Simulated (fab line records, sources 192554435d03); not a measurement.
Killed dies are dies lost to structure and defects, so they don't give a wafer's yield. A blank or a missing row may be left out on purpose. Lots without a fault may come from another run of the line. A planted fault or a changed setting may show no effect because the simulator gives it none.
Split-lot experiment | flow n5_finfet | 7 lots, 21 wafers read, on a route of 1938 steps

THE SPLIT
At N5_BEOL_M0_ETCH_109 (etches SiCN in CH3F/O2, target depth 8 nm, overetch 2.4 nm, time 27.4 s), the setting bias_w was moved away from the recipe's 75 W on 7 of the 21 wafers read, by -17.9% to +8.8%. The other wafers ran this setting at the recipe's value.

The reading is taken at the split's own step.

THE READING
rf_vpp_V, in V, at N5_BEOL_M0_ETCH_109 (etches SiCN in CH3F/O2, target depth 8 nm, overetch 2.4 nm, time 27.4 s). Fault-free wafers of this fab line usually give 297.4 V, standard deviation 1.5 V.

wafer  | tool, chamber at the split | bias_w as run, W | against the recipe | rf_vpp_V, V | against lot-mates on the recipe
L075.1 | rie_diel-01, 1             | 75               | recipe             | 297.7       | -
L075.2 | rie_diel-01, 2             | 81.59            | +8.8%              | 314.5       | +17.4
L075.6 | rie_diel-01, 3             | 75               | recipe             | 296.6       | -
L077.2 | rie_diel-01, 2             | 75               | recipe             | 299.5       | -
L077.5 | rie_diel-01, 2             | 79.24            | +5.7%              | 309.3       | +9.8
L077.6 | rie_diel-01, 0             | 79.24            | +5.7%              | 305.6       | +6.1
L081.1 | rie_diel-01, 2             | 75               | recipe             | 300.5       | -
L081.3 | rie_diel-01, 3             | 61.56            | -17.9%             | 261.7       | -37.1
L081.6 | rie_diel-01, 0             | 75               | recipe             | 297.0       | -
L083.3 | rie_diel-05, 2             | 81.62            | +8.8%              | 313.8       | no lot-mate on the recipe
L083.4 | rie_diel-05, 0             | 81.62            | +8.8%              | 311.5       | no lot-mate on the recipe
L083.5 | rie_diel-05, 2             | 81.62            | +8.8%              | 312.6       | no lot-mate on the recipe
L084.1 | rie_diel-01, 0             | 75               | recipe             | 294.7       | -
L084.5 | rie_diel-01, 0             | 75               | recipe             | 295.2       | -
L084.6 | rie_diel-01, 3             | 75               | recipe             | 296.4       | -
L095.1 | rie_diel-01, 1             | 75               | recipe             | 298.5       | -
L095.2 | rie_diel-01, 2             | 75               | recipe             | 297.6       | -
L095.3 | rie_diel-01, 3             | 75               | recipe             | 297.4       | -
L096.1 | rie_diel-02, 1             | 75               | recipe             | 296.1       | -
L096.4 | rie_diel-02, 1             | 75               | recipe             | 294.6       | -
L096.6 | rie_diel-02, 2             | 75               | recipe             | 298.1       | -

THE FIT
A straight line over all 21 wafers: rf_vpp_V changes by +1.9 V for each +1% of bias_w; r = +0.99; the points scatter about the line by 1.7 V.
The same after taking each lot's own level away (the mean of its wafers on the recipe; 18 wafers): +1.96 V for each +1%; r = +0.99; scatter 1.6 V.
On that fit, the largest move of bias_w shifts the reading by 35 V.
The lots' own levels span 295.43 to 299.50 V, that is 2.7 times the standard deviation above.
So the lot-to-lot level changes the slope little: the two slopes agree.
Check: with one of the wafers moved furthest among these (-17.9%) left out of the fit, the line predicts -31.1 V for it against its lot-mates. It came out at -37.1 V against them.
Tool readings at the split's step, against how far the setting was moved: rf_vpp_V r = +0.99.

OTHER SPLITS ON THESE WAFERS
These wafers also went through other splits before the reading. Each is held against what the fit with the lots' levels taken away leaves over:
other split on the same wafers           | wafers away from the commonest value | r with rf_vpp_V (lot level and that fit taken away)
N5_MOL_CONTACT_COAG_COAT_77 spin_rpm     | 11                                   | +0.20
N5_MOL_CONTACT_COAG_CVD_140 target_thk_a | 7                                    | -0.18
N5_BEOL_M0_SAQP_PECVD_96 time_s          | 4                                    | -0.07
N5_BEOL_M0_SAQP_EXPOSE_11 dose_mj        | 7                                    | +0.12
N5_BEOL_M0_SAQP_MANDREL_ETCH_20 bias_w   | 8                                    | +0.00
N5_BEOL_M0_ETCH_138 source_w             | 5                                    | +0.06

THE FILE'S OWN FIT
rf_vpp_V changes by +2 V for each +1% of bias_w, r = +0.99.
